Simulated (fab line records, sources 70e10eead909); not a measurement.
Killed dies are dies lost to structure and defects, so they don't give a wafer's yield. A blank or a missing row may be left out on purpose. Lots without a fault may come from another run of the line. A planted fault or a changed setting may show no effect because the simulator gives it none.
Which tool did it? | flow nand_harc | 14 lots, 42 wafers sampled, at 4 steps of a route of 1302

WHAT THE GAUGES READ, wafer by wafer
The record holds no reading of a measuring or inspecting step that can be judged against a usual standard deviation.

WHICH TOOL RAN EACH LOT (tool, then ch and the chambers of the sampled wafers, then the start)
lot  | NHARC_A_STAIRCASE_ETCH_452                    | NHARC_A_STAIRCASE_ETCH_294                    | NHARC_A_STAIRCASE_STRIP_316                   | NHARC_A_STAIRCASE_ALD_415
L339 | rie_diel-05 ch 0,1,2, day 17 13:11 or earlier | rie_diel-05 ch 0,2,3, day 17 13:11 or earlier | rie_diel-01 ch 0,2,3, day 17 13:11 or earlier | ald_hk-01 ch 0,2, day 17 13:11
L341 | rie_diel-05 ch 0,1, day 18 00:12 or earlier   | rie_diel-05 ch 0,2,3, day 18 00:12 or earlier | rie_diel-09 ch 1,2,3, day 18 00:12 or earlier | ald_hk-01 ch 0,1,2, day 18 00:12
L345 | rie_diel-01 ch 0,2, day 19 04:08 or earlier   | rie_diel-01 ch 2,3, day 19 04:08 or earlier   | rie_diel-05 ch 0,1, day 19 04:08 or earlier   | ald_hk-01 ch 2,3, day 19 04:08
L344 | rie_diel-09 ch 1,2,3, day 19 08:49 or earlier | rie_diel-09 ch 1,3, day 19 08:49 or earlier   | rie_diel-01 ch 0,2, day 19 08:49 or earlier   | ald_hk-01 ch 1,2,3, day 19 08:49
L346 | rie_diel-01 ch 0,2,3, day 19 20:58 or earlier | rie_diel-01 ch 1,2,3, day 19 20:58 or earlier | rie_diel-05 ch 0,2,3, day 19 20:58 or earlier | ald_hk-04 ch 0,1,3, day 19 20:58
L348 | rie_diel-01 ch 0,1, day 20 08:16 or earlier   | rie_diel-01 ch 1,2,3, day 20 08:16 or earlier | rie_diel-09 ch 1,3, day 20 08:16 or earlier   | ald_hk-01 ch 1,2, day 20 08:16
L347 | rie_diel-01 ch 0,1,2, day 20 15:50 or earlier | rie_diel-01 ch 1,3, day 20 15:50 or earlier   | rie_diel-01 ch 1,2, day 20 15:50 or earlier   | ald_hk-01 ch 0,2,3, day 20 15:50
L351 | rie_diel-01 ch 0,2,3, day 22 10:05 or earlier | rie_diel-01 ch 1,2,3, day 22 10:05 or earlier | rie_diel-09 ch 0,2,3, day 22 10:05 or earlier | ald_hk-01 ch 0,2,3, day 22 10:05
L353 | rie_diel-01 ch 0,2, day 23 02:16 or earlier   | rie_diel-01 ch 0,2,3, day 23 02:16 or earlier | rie_diel-01 ch 1,3, day 23 02:16 or earlier   | ald_hk-01 ch 0,2,3, day 23 02:16
L358 | rie_diel-09 ch 0,1, day 25 07:11 or earlier   | rie_diel-09 ch 0,1,2, day 25 07:11 or earlier | rie_diel-09 ch 0,2,3, day 25 07:11 or earlier | ald_hk-04 ch 1,2,3, day 25 07:11
L359 | rie_diel-09 ch 0,1,2, day 25 20:33 or earlier | rie_diel-09 ch 0,1,2, day 25 20:33 or earlier | rie_diel-01 ch 0,1,3, day 25 20:33 or earlier | ald_hk-04 ch 1,2,3, day 25 20:33
L361 | rie_diel-09 ch 1,2, day 26 01:21 or earlier   | rie_diel-09 ch 0,2,3, day 26 01:21 or earlier | rie_diel-05 ch 0,1,2, day 26 01:21 or earlier | ald_hk-03 ch 0,1,2, day 26 01:21
L360 | rie_diel-09 ch 0,1,2, day 26 06:10 or earlier | rie_diel-09 ch 1,2, day 26 06:10 or earlier   | rie_diel-01 ch 0,1,2, day 26 06:10 or earlier | ald_hk-04 ch 0,3, day 26 06:10
L362 | rie_diel-09 ch 0,3, day 27 01:21 or earlier   | rie_diel-09 ch 1,3, day 27 01:21 or earlier   | rie_diel-01 ch 1,3, day 27 01:21 or earlier   | ald_hk-01 ch 1,2,3, day 27 01:21
- NHARC_A_STAIRCASE_ETCH_452: etches the open film in CF4/O2, target depth 30 nm, overetch 3 nm, time 16.5 s.
- NHARC_A_STAIRCASE_ETCH_294: etches the open film in C4F8/O2/Ar, target depth 4989 nm, time 1211.6 s.
- NHARC_A_STAIRCASE_STRIP_316: strips in O2.
- NHARC_A_STAIRCASE_ALD_415: deposits SiO2, target thk 30 nm, pulse time 6 s, ald cycles 300.

WHAT THE TOOLS THEMSELVES READ (means of the sampled wafers that have a number; where no wafer has one, the mark that the record gives instead)
NHARC_A_STAIRCASE_ETCH_452. Usual: drypump_motor_current_A 5.8 A, standard deviation 0.46; mfc_ar_sccm 0.006 sccm, standard deviation 0.01; oes_product_au 0.999 a.u., standard deviation 0.0076; rf_vpp_V 198.0 V, standard deviation 1.6; showerhead_plenum_p_Torr 1.34 Torr, standard deviation 0.065; throttle_valve_pct 13.397 %, standard deviation 0.009.
lot  | tool        | drypump_motor_current_A (A) | mfc_ar_sccm (sccm) | oes_product_au (a.u.) | rf_vpp_V (V) | showerhead_plenum_p_Torr (Torr) | throttle_valve_pct (%) | flag
L339 | rie_diel-05 | 5.3                         | 0.022              | 1.003                 | 197.4        | 1.32                            | 13.394                 |
L341 | rie_diel-05 | 5.6                         | 0.024              | 1.000                 | 198.0        | 1.29                            | 13.396                 |
L345 | rie_diel-01 | 5.3                         | 0.000              | 1.002                 | 201.0        | 1.44                            | 13.401                 |
L344 | rie_diel-09 | 5.6                         | 0.003              | 1.003                 | 197.4        | 1.31                            | 13.389                 |
L346 | rie_diel-01 | 5.8                         | 0.000              | 1.000                 | 199.0        | 1.37                            | 13.386                 |
L348 | rie_diel-01 | 5.8                         | 0.000              | 0.999                 | 199.2        | 1.41                            | 13.396                 |
L347 | rie_diel-01 | 5.8                         | 0.000              | 0.996                 | 199.7        | 1.42                            | 13.398                 |
L351 | rie_diel-01 | 5.8                         | 0.000              | 0.998                 | 198.3        | 1.37                            | 13.393                 |
L353 | rie_diel-01 | 5.9                         | 0.000              | 0.999                 | 200.6        | 1.43                            | 13.393                 |
L358 | rie_diel-09 | 5.9                         | 0.000              | 0.991                 | 197.1        | 1.34                            | 13.396                 |
L359 | rie_diel-09 | 5.8                         | 0.000              | 1.004                 | 196.7        | 1.31                            | 13.399                 |
L361 | rie_diel-09 | 5.7                         | 0.000              | 1.006                 | 196.5        | 1.28                            | 13.396                 |
L360 | rie_diel-09 | 5.8                         | 0.000              | 1.001                 | 197.3        | 1.31                            | 13.393                 |
L362 | rie_diel-09 | 5.7                         | 0.007              | 1.002                 | 197.6        | 1.33                            | 13.398                 |

NHARC_A_STAIRCASE_ETCH_294. Usual: oes_product_au 0.933 a.u., standard deviation 0.011; rf_vpp_V 1828 V, standard deviation 12.
lot  | tool        | oes_product_au (a.u.) | rf_vpp_V (V) | flag
L339 | rie_diel-05 | 0.933                 | 1825         |
L341 | rie_diel-05 | 0.918                 | 1827         |
L345 | rie_diel-01 | 0.924                 | 1822         |
L344 | rie_diel-09 | 0.935                 | 1827         |
L346 | rie_diel-01 | 0.932                 | 1830         |
L348 | rie_diel-01 | 0.945                 | 1831         |
L347 | rie_diel-01 | 0.949                 | 1827         |
L351 | rie_diel-01 | 0.926                 | 1830         |
L353 | rie_diel-01 | 0.936                 | 1833         |
L358 | rie_diel-09 | 0.931                 | 1821         |
L359 | rie_diel-09 | 0.932                 | 1822         |
L361 | rie_diel-09 | 0.928                 | 1821         |
L360 | rie_diel-09 | 0.935                 | 1821         |
L362 | rie_diel-09 | 0.936                 | 1825         |

NHARC_A_STAIRCASE_STRIP_316. Usual: drypump_motor_current_A 5.7 A, standard deviation 0.54; mfc_ar_sccm 0.008 sccm, standard deviation 0.012; oes_product_au 0.999 a.u., standard deviation 0.0082; rf_vpp_V 57.9 V, standard deviation 0.93; showerhead_plenum_p_Torr 3.57 Torr, standard deviation 0.17; throttle_valve_pct 17.036 %, standard deviation 0.0088.
lot  | tool        | drypump_motor_current_A (A) | mfc_ar_sccm (sccm) | oes_product_au (a.u.) | rf_vpp_V (V) | showerhead_plenum_p_Torr (Torr) | throttle_valve_pct (%) | flag
L339 | rie_diel-01 | 5.8                         | 0.000              | 0.993                 | 58.1         | 3.64                            | 17.047                 |
L341 | rie_diel-09 | 5.6                         | 0.003              | 1.004                 | 58.6         | 3.47                            | 17.041                 |
L345 | rie_diel-05 | 5.5                         | 0.017              | 0.995                 | 58.2         | 3.53                            | 17.043                 |
L344 | rie_diel-01 | 5.4                         | 0.000              | 1.005                 | 58.6         | 3.80                            | 17.036                 |
L346 | rie_diel-05 | 5.6                         | 0.031              | 0.993                 | 58.7         | 3.51                            | 17.037                 |
L348 | rie_diel-09 | 5.6                         | 0.007              | 1.003                 | 57.7         | 3.52                            | 17.038                 |
L347 | rie_diel-01 | 6.4                         | 0.000              | 0.995                 | 58.9         | 3.75                            | 17.031                 |
L351 | rie_diel-09 | 5.8                         | 0.003              | 0.997                 | 57.4         | 3.47                            | 17.033                 |
L353 | rie_diel-01 | 6.2                         | 0.000              | 0.991                 | 57.6         | 3.40                            | 17.026                 |
L358 | rie_diel-09 | 5.8                         | 0.003              | 0.999                 | 58.0         | 3.45                            | 17.031                 |
L359 | rie_diel-01 | 5.7                         | 0.000              | 0.994                 | 58.4         | 3.74                            | 17.036                 |
L361 | rie_diel-05 | 5.3                         | 0.022              | 0.993                 | 57.3         | 3.46                            | 17.039                 |
L360 | rie_diel-01 | 5.9                         | 0.000              | 0.992                 | 57.9         | 3.72                            | 17.032                 |
L362 | rie_diel-01 | 6.1                         | 0.000              | 1.000                 | 58.1         | 3.75                            | 17.031                 |

NHARC_A_STAIRCASE_ALD_415. Usual: heater_power_w 478 W, standard deviation 63; precursor_pulse_height_rel 1.000, standard deviation 0.02.
lot  | tool      | heater_power_w (W) | precursor_pulse_height_rel | flag
L339 | ald_hk-01 | 539                | 1.006                      |
L341 | ald_hk-01 | 522                | 1.009                      |
L345 | ald_hk-01 | 432                | 1.023                      |
L344 | ald_hk-01 | 461                | 1.005                      |
L346 | ald_hk-04 | 494                | 1.004                      |
L348 | ald_hk-01 | 498                | 0.995                      |
L347 | ald_hk-01 | 487                | 1.011                      |
L351 | ald_hk-01 | 486                | 1.005                      |
L353 | ald_hk-01 | 487                | 1.013                      |
L358 | ald_hk-04 | 489                | 1.005                      |
L359 | ald_hk-04 | 494                | 0.997                      |
L361 | ald_hk-03 | 417                | 0.992                      |
L360 | ald_hk-04 | 468                | 0.992                      |
L362 | ald_hk-01 | 461                | 0.994                      |

THE ANSWER, worked out from the rows above alone
Rule: a lot is off if the mean of its wafers that have a number lies more than 3 standard deviations from the usual mean. A lot without any number at a reading at which 4 lots or more have one is off too. The other lots that the step has rows for count as sound. The gauges are gone through in route order, then the tools' own readings, and for those a lot's mean is taken as printed above. The first step at which some lot is off is used, and at that step the reading that is off furthest; a lot without a number counts as furthest.
No lot is off at any reading shown: from this, nothing can be told.

WHAT THE SIMULATOR HAD PUT IN
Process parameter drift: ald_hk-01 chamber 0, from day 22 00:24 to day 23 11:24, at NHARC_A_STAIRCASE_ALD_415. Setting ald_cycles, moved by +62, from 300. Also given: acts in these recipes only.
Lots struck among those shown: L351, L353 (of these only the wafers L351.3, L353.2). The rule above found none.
